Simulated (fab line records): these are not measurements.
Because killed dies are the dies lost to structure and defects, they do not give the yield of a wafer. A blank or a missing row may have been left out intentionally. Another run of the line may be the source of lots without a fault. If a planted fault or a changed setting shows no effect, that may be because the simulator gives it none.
fab line records | flow n5_finfet
record: lots: 7 wafers: 39
route steps=1938 shown DUMMY_GATE@243 SD_EPI_N@275 SD_EPI_P@321 SD_ACTIVATION@330
start_h: hours from the record's opening day to when the first of the lot's shown wafers began | wait_h: time in hours since the lot's previous step | " same as the row above | L1.1+2: a row that stands for several wafers | - value missing, or start not given | * or withheld: withheld | < > ~ a bound
route shown NAME@n: a module of which the file shows steps, and the number in the route of the first | usual: the fault-free wafers' mean and standard deviation | same: alike in all rows | chamber/n: place in a boat | sites: each site's reading | _std_site: how widely they spread, as a standard deviation | _edge_site: outer sites' mean less inner sites' | radius_mm: for every site, how far away it sits from the centre of the wafer | mask NAME#n: copy n | behind: the most recent tool/chamber to have shaped the wafer | hold: cause of the lot's hold/its duration in hours/its outcome | device: transistor that didn't switch, given as n, p or np | end of line: the same wafers' tests at the end of the route | step lacking rows: just its recipe | killed: count of dies lost to structure and defects at first sort (not the wafer's yield) | map: a wafer's dies, marking killed ones x, the rest . and places with no die _
set.NAME: the setting as run; set.NAME@STEP: as run at that earlier step | model.NAME: the simulator's own value behind a step, which no gauge read
lots where settings were altered on purpose, with a table for each step and a row for each wafer
== steps ==
step: N5_DUMMY_GATE_ETCH_31
recipe: chemistry: C4F6/O2 target: SiO2 mask_material: SOC target_depth_a: 825 time_s: 27.5 ion_energy_ev: 250 pressure_mtorr: 30 source_w: 345 bias_w: 185 Ar_flow_sccm: 300 C4F6_flow_sccm: 10 O2_flow_sccm: 10
columns lot.wafer tool chamber start_h wait_h set.target_depth_a model.etch.depth_nm model.SOC_of_DUMMY_GATE_COAT_34.thk_nm
L078.1 rie_diel-06 1 71.55 0.1 733.3 72.91 52.6
L078.2 " 3 " " 733.3 72.66 52.8
L078.3 " 0 " " 825 82.19 51.6
L078.4 " 2 " " 825 82.79 51.8
L078.5 " 0 " " 733.3 73.09 52.8
L078.6 " 3 " " 825 82.31 51.6
L081.1 rie_diel-06 1 88.24 0.2 825 81.99 51.8
L081.2 " 2 " " 825 83.67 51.6
L081.5 " 3 " " 825 83.13 51.6
L088.1 rie_diel-01 1 131.56 0.0 926.3 92.61 51.2
L088.2 " 3 " " 926.3 93.8 51
L088.3 " 2 " " 926.3 92.93 51
L088.4 " 2 " " 825 82.98 52
L088.5 " 3 " " 825 83.45 52.2
L088.6 " 1 " " 825 82.05 52.2
L090.1 rie_diel-06 2 147.50 0.0 780.3 79.44 52.2
L090.2 " 3 " " 780.3 79 52.2
L090.3 " 1 " " 780.3 78.6 52.2
L090.4 " 0 " " 825 82.55 51.8
L090.5 " 3 " " 825 83.59 51.8
L090.6 " 2 " " 825 84.05 51.8
L092.1 rie_diel-02 2 159.20 0.0 888.7 87.23 51.8
L092.2 " 0 " " 825 83.11 52.4
L092.3 " 1 " " 825 80.47 52.2
L092.4 " 3 " " 888.7 89.74 51.6
L092.5 " 3 " " 888.7 90.97 51.4
L092.6 " 2 " " 825 80.64 52.2
L093.1 rie_diel-01 2 167.24 0.0 825 81.43 52
L093.2 " 3 " " 825 82.77 52.2
L093.3 " 1 " " 749.1 74.36 52.8
L093.4 " 1 " " 825 81.02 52.4
L093.5 " 2 " " 749.1 73.98 52.6
L093.6 " 3 " " 749.1 74.78 52.8
L095.1 rie_diel-01 1 177.35 0.1 825 82.3 52.2
L095.2 " 3 " " 785.5 78.46 52.4
L095.3 " 0 " " 825 84.16 52
L095.4 " 2 " " 785.5 78.15 52.2
L095.5 " 2 " " 785.5 77.7 52.4
L095.6 " 3 " " 825 82.55 52
step: N5_SD_EPI_N_ETCH_35
recipe: chemistry: N2/H2 target: SOC overetch_a: 1080 mask_material: SiARC temp_c: 40 ion_energy_ev: 100 source_w: 3000 bias_w: 133 pressure_mtorr: 20 time_s: 486 n2_flow_sccm: 200 h2_flow_sccm: 200
usual: rf_vpp_V: 240.6/1.7
columns lot.wafer tool chamber start_h wait_h set.source_w rf_vpp_V model.SiARC_of_SD_EPI_N_COAT_33.thk_nm
L078.1 rie_diel-04 1 73.60 0.0 3000 242.7 19.2
L078.2 " 0 " " 2850 247.1 20.2
L078.3 " 2 " " 2850 244.5 20.4
L078.4 " 3 " " 3000 239.2 19.6
L078.5 " 2 " " 3000 240.9 19.8
L078.6 " 1 " " 2850 246.4 19.8
L081.1 rie_diel-04 3 91.20 0.0 3000 238.5 20
L081.2 " 1 " " 3000 241.4 19.2
L081.5 " 2 " " 3000 239.4 20.2
L088.1 rie_diel-05 0 133.48 0.0 3000 241.2 20
L088.2 " 2 " " 2798 246.6 20
L088.3 " 3 " " 2798 246.1 20.6
L088.4 " 1 " " 3000 239.6 19.8
L088.5 " 3 " " 3000 239.7 19.8
L088.6 " 2 " " 2798 246.4 20
L090.1 rie_diel-05 2 149.97 0.0 2549 255.3 21.2
L090.2 " 0 " " 3000 241.4 20
L090.3 " 3 " " 2549 253.3 21.4
L090.4 " 1 " " 3000 239.3 19.4
L090.5 " 1 " " 3000 239.6 19.6
L090.6 " 0 " " 2549 252.2 21.8
L092.1 rie_diel-05 2 161.61 0.0 3000 242.1 19.2
L092.2 " 0 " " 2809 245.5 20.8
L092.3 " 1 " " 2809 244.6 20.6
L092.4 " 3 " " 2809 243.9 20.6
L092.5 " 2 " " 3000 241.5 19.4
L092.6 " 1 " " 3000 239.8 19.8
L093.1 rie_diel-04 0 169.16 0.0 3538 229.1 17.6
L093.2 " 3 " " 3000 242.9 19.2
L093.3 " 1 " " 3538 227.4 17.4
L093.4 " 2 " " 3538 226.3 18
L093.5 " 3 " " 3000 242.9 19.4
L093.6 " 2 " " 3000 240.6 20
L095.1 rie_diel-04 2 179.27 0.0 2497 255.2 21.6
L095.2 " 0 " " 3000 243.7 19.6
L095.3 " 1 " " 2497 257.9 21.4
L095.4 " 3 " " 2497 258.0 21.2
L095.5 " 1 " " 3000 241.1 19.2
L095.6 " 0 " " 3000 241.6 19.4
step: N5_SD_EPI_P_EPI_21
recipe: material: SiGe:B dopant: B temp_c: 550 pressure_torr: 20 ambient: H2 time_s: 355
columns lot.wafer tool chamber start_h wait_h set.epi_growth_time_s model.SiGe-B_of_SD_EPI_P_EPI_21.thk_nm
L078.1 epi_rpcvd-04 0 79.42 0.1 323.4 57
L078.2 " 0 " " 323.4 58
L078.3 " 0 " " 355 60.6
L078.4 " 0 " " 355 61.6
L078.5 " 0 " " 355 61.2
L078.6 " 0 " " 323.4 56.6
L081.1 epi_rpcvd-01 0 99.93 0.1 355 62
L081.2 " 0 " " 355 62.6
L081.5 " 0 101.37 1.5 355 61.4
L088.1 epi_rpcvd-04 0 140.16 0.2 355 62
L088.2 " 0 " " 355 61.4
L088.3 " 0 " " 342 59
L088.4 " 0 " " 342 59.6
L088.5 " 0 " " 355 61.8
L088.6 " 0 " " 342 59.8
L090.1+6 epi_rpcvd-01 0 155.54 0.1 341.9 61.2
L090.2 " 0 " " 341.9 61
L090.3 " 0 " " 355 62.8
L090.4 " 0 " " 355 62.6
L090.5 " 0 " " 355 63.2
L092.1+6 epi_rpcvd-04 0 169.39 0.3 330.9 58.4
L092.2 " 0 " " 330.9 58.2
L092.3 " 0 " " 355 61.8
L092.4 " 0 " " 355 62.2
L092.5 " 0 " " 355 60.4
L093.1 epi_rpcvd-02 0 176.44 1.6 355 61.2
L093.2+4 " 0 " " 387.1 65.2
L093.3 " 0 " " 387.1 63.8
L093.5+6 " 0 " " 355 60.2
L095.1+2 epi_rpcvd-01 0 189.44 0.1 332.3 57.6
L095.3 " 0 " " 355 59.8
L095.4 " 0 " " 355 60.2
L095.5 " 0 " " 355 60.8
L095.6 " 0 " " 332.3 57.4
step: N5_SD_EPI_P_EPI_MEAS_23
recipe: mode: xrd
usual: thk_nm: 61.4/1.3
columns lot.wafer tool chamber start_h wait_h set.epi_growth_time_s@SD_EPI_P_EPI_21 thk_nm
L078.1 film_metro-01 - 81.62 1.8 323.4 55.8
L078.2 " - " " 323.4 58.0
L078.3 " - " " 355 60.4
L078.4 " - " " 355 62.1
L078.5 " - " " 355 62.8
L078.6 " - " " 323.4 57.5
L081.1 film_metro-02 - 102.13 1.8 355 60.6
L081.2 " - " " 355 62.6
L081.5 " - " " 355 63.5
L088.1 film_metro-02 - 143.09 2.5 355 61.0
L088.2 " - " " 355 62.9
L088.3 " - " " 342 57.7
L088.4 " - " " 342 59.6
L088.5 " - " " 355 62.7
L088.6 " - " " 342 61.4
L090.1 film_metro-01 - 157.75 1.9 341.9 61.2
L090.2 " - " " 341.9 61.4
L090.3 " - " " 355 62.3
L090.4 " - " " 355 62.6
L090.5 " - " " 355 62.7
L090.6 " - " " 341.9 60.4
L092.1 film_metro-02 - 173.29 3.3 330.9 58.9
L092.2 " - " " 330.9 59.1
L092.3 " - " " 355 63.1
L092.4 " - " " 355 61.8
L092.5 " - " " 355 60.2
L092.6 " - " " 330.9 58.9
L093.1 film_metro-02 - 178.63 1.8 355 60.3
L093.2 " - " " 387.1 64.9
L093.3 " - " " 387.1 63.4
L093.4 " - " " 387.1 63.3
L093.5 " - " " 355 58.5
L093.6 " - " " 355 61.4
L095.1 film_metro-02 - 191.63 1.8 332.3 58.1
L095.2 " - " " 332.3 58.6
L095.3 " - " " 355 62.9
L095.4 " - " " 355 60.6
L095.5 " - " " 355 61.2
L095.6 " - " " 332.3 57.7
step: N5_SD_EPI_P_HM_STRIP_48
recipe: chemistry: H3PO4 temp_c: 160 material: SiNx target: SiNx target_depth_a: 30 overetch_fraction: 0.3
step: N5_SD_EPI_P_SRD_49
recipe: dry: ipa_marangoni time_s: 30 temp_c: 23 rinse_liquid: diw
step: N5_SD_ACTIVATION_RTA_00
recipe: temp_c: 975 time_s: 0 ambient: N2 idle_temp_c: 600 ramp_up_c_per_s: 150 ramp_down_c_per_s: 60 cool_to_c: 600
step: N5_SD_ACTIVATION_LSA_01
recipe: temp_c: 1080 time_s: 0.0008 ambient: N2
step: N5_SD_ACTIVATION_RS_MEAS_03
recipe: thk_meas_gauge: four-point-probe
usual: RS_SD_N: 21.9/0.36 RS_SD_P: 55.9/0.88
columns lot.wafer tool chamber start_h wait_h set.epi_growth_time_s@SD_EPI_P_EPI_21 RS_SD_N[ohm/sq] RS_SD_P[ohm/sq]
L078.1 film_metro-02 - 83.16 0.2 323.4 21.6 59.7
L078.2 " - " " 323.4 21.4 58.7
L078.3 " - " " 355 21.8 56.0
L078.4 " - " " 355 22.1 54.9
L078.5 " - " " 355 21.9 55.6
L078.6 " - " " 323.4 21.8 60.6
L081.1 film_metro-02 - 102.75 0.2 355 21.9 55.7
L081.2 " - " " 355 22.4 55.1
L081.5 " - " " 355 22.5 55.9
L088.1 film_metro-01 - 143.71 0.2 355 21.5 54.8
L088.2 " - " " 355 21.3 55.2
L088.3 " - " " 342 21.6 57.4
L088.4 " - " " 342 21.4 56.9
L088.5 " - " " 355 21.4 55.4
L088.6 " - " " 342 21.4 56.5
L090.1 film_metro-01 - 158.39 0.2 341.9 21.4 56.1
L090.2 " - " " 341.9 21.7 56.7
L090.3 " - " " 355 21.7 55.3
L090.4 " - " " 355 21.6 54.7
L090.5 " - " " 355 21.7 54.2
L090.6 " - " " 341.9 21.7 56.2
L092.1 film_metro-02 - 174.05 0.2 330.9 21.9 58.0
L092.2 " - " " 330.9 22.0 58.2
L092.3 " - " " 355 22.1 55.1
L092.4 " - " " 355 22.2 54.3
L092.5 " - " " 355 21.8 56.1
L092.6 " - " " 330.9 21.7 57.7
L093.1 film_metro-02 - 179.34 0.2 355 21.5 56.2
L093.2 " - " " 387.1 21.3 52.9
L093.3 " - " " 387.1 21.0 54.1
L093.4 " - " " 387.1 21.3 52.3
L093.5 " - " " 355 21.1 57.1
L093.6 " - " " 355 21.4 57.2
L095.1 film_metro-02 - 192.27 0.2 332.3 22.4 58.8
L095.2 " - " " 332.3 22.1 59.2
L095.3 " - " " 355 22.0 57.0
L095.4 " - " " 355 21.9 56.1
L095.5 " - " " 355 22.2 55.6
L095.6 " - " " 332.3 22.3 58.8
== key ==
split: step: N5_DUMMY_GATE_ETCH_31 setting: target_depth_a stated: 825 by: wafer
response: step: N5_DUMMY_GATE_ETCH_31 reading: model.etch.depth_nm change: +0.867 per: 1% r: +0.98
response: step: N5_DUMMY_GATE_ETCH_31 reading: model.SOC_of_DUMMY_GATE_COAT_34.thk_nm change: -0.0817 per: 1% r: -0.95
split: step: N5_SD_EPI_N_ETCH_35 setting: source_w stated: 3000 by: wafer
response: step: N5_SD_EPI_N_ETCH_35 reading: rf_vpp_V change: -0.854 per: 1% r: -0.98
response: step: N5_SD_EPI_N_ETCH_35 reading: model.SiARC_of_SD_EPI_N_COAT_33.thk_nm change: -0.114 per: 1% r: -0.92
split: step: N5_SD_EPI_P_EPI_21 setting: epi_growth_time_s stated: 355 by: wafer
response: step: N5_SD_EPI_P_EPI_21 reading: model.SiGe-B_of_SD_EPI_P_EPI_21.thk_nm change: +0.46 per: 1% r: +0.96
response: step: N5_SD_EPI_P_EPI_MEAS_23 reading: thk_nm change: * per: 1% r: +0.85
response: step: N5_SD_ACTIVATION_RS_MEAS_03 reading: RS_SD_P change: -0.432 per: 1% r: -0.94
